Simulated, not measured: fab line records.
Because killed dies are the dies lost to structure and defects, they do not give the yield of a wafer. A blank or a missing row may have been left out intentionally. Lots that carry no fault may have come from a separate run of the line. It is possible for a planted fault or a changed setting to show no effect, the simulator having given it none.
Which tool was responsible? || flow nand harc || 18 wafers from 6 lots sampled at 5 of the route's 1159 steps

WHAT THE GAUGES SHOWED, per wafer
NHARC_END_SORT_01.
{"lot": "L989", "measured": "day 23 23:56", "on": "prober-01", "killed at array": "30 15 375"}
{"lot": "L988", "measured": "day 24 07:40", "on": "prober-01", "killed at array": "341 32 43"}

WHICH TOOL RAN EACH LOT (tool, then ch and the chambers of the sampled wafers, then the start)
{"lot": "L973", "NHARC_A_STAIRCASE_TRIM_229": "rie diel-10 ch 0,3, day 11 13:28", "NHARC_A_STAIRCASE_ETCH_232": "rie diel-10 ch 0,2,3, day 11 14:11 or earlier", "NHARC_A_STAIRCASE_ETCH_234": "rie diel-10 ch 2,3, day 11 14:11", "NHARC_A_STAIRCASE_STRIP_238": "plasma asher-02 ch 0,1, day 11 14:49"}
{"lot": "L974", "NHARC_A_STAIRCASE_TRIM_229": "rie diel-01 ch 0,2,3, day 12 07:32", "NHARC_A_STAIRCASE_ETCH_232": "rie diel-01 ch 0,2, day 12 08:10 or earlier", "NHARC_A_STAIRCASE_ETCH_234": "rie diel-01 ch 1,2, day 12 08:10", "NHARC_A_STAIRCASE_STRIP_238": "plasma asher-02 ch 0,1, day 12 08:35"}
{"lot": "L978", "NHARC_A_STAIRCASE_TRIM_229": "rie diel-01 ch 0,1,2, day 13 07:08", "NHARC_A_STAIRCASE_ETCH_232": "rie diel-01 ch 1,2,3, day 13 07:56 or earlier", "NHARC_A_STAIRCASE_ETCH_234": "rie diel-01 ch 1,2,3, day 13 07:56", "NHARC_A_STAIRCASE_STRIP_238": "plasma asher-01 ch 0,1, day 13 08:25"}
{"lot": "L989", "NHARC_A_STAIRCASE_TRIM_229": "rie diel-01 ch 1,2,3, day 15 11:02", "NHARC_A_STAIRCASE_ETCH_232": "rie diel-01 ch 0,1, day 15 11:55 or earlier", "NHARC_A_STAIRCASE_ETCH_234": "rie diel-01 ch 0,1,3, day 15 11:55", "NHARC_A_STAIRCASE_STRIP_238": "plasma asher-02 ch 0,1, day 15 12:56"}
{"lot": "L988", "NHARC_A_STAIRCASE_TRIM_229": "rie diel-01 ch 0,1,2, day 15 17:27", "NHARC_A_STAIRCASE_ETCH_232": "rie diel-01 ch 0,1,2, day 15 18:25 or earlier", "NHARC_A_STAIRCASE_ETCH_234": "rie diel-01 ch 0,2,3, day 15 18:25", "NHARC_A_STAIRCASE_STRIP_238": "plasma asher-02 ch 0,1, day 15 20:26"}
{"lot": "L991", "NHARC_A_STAIRCASE_TRIM_229": "rie diel-05 ch 0,1,3, day 16 05:10", "NHARC_A_STAIRCASE_ETCH_232": "rie diel-05 ch 2,3, day 16 05:47 or earlier", "NHARC_A_STAIRCASE_ETCH_234": "rie diel-05 ch 0,2,3, day 16 05:47", "NHARC_A_STAIRCASE_STRIP_238": "plasma asher-01 ch 0,1, day 16 06:37"}
- NHARC_A_STAIRCASE_TRIM_229: chemistry O2, time 211.2 s.
- NHARC_A_STAIRCASE_ETCH_232: etches the open film in C4F8/O2, target depth 100 nm, time 40.5 s.
- NHARC_A_STAIRCASE_ETCH_234: etches the open film in C4F8/O2, target depth 100 nm, time 40.5 s.
- NHARC_A_STAIRCASE_STRIP_238: strips in O2.

THE ANSWER, worked out from the rows above alone
Rule: usual is defined by the lots themselves. Put in order of their means at a reading, lots are off if they are a third of the lots or fewer, leave a main group of 4 or more, and stand apart from it by a gap of 3 or more times the standard deviation of the main group's means; of several such gaps the widest counts. Not used: any main group whose means are identical at the precision the tables above print for the reading. A lot without any number at a reading at which 4 lots or more have one is off too. Where the step has rows for the other lots, those lots are counted as sound.
No lot is off at any reading shown: from this, nothing can be told.

WHAT HAD BEEN PUT IN BY THE SIMULATOR
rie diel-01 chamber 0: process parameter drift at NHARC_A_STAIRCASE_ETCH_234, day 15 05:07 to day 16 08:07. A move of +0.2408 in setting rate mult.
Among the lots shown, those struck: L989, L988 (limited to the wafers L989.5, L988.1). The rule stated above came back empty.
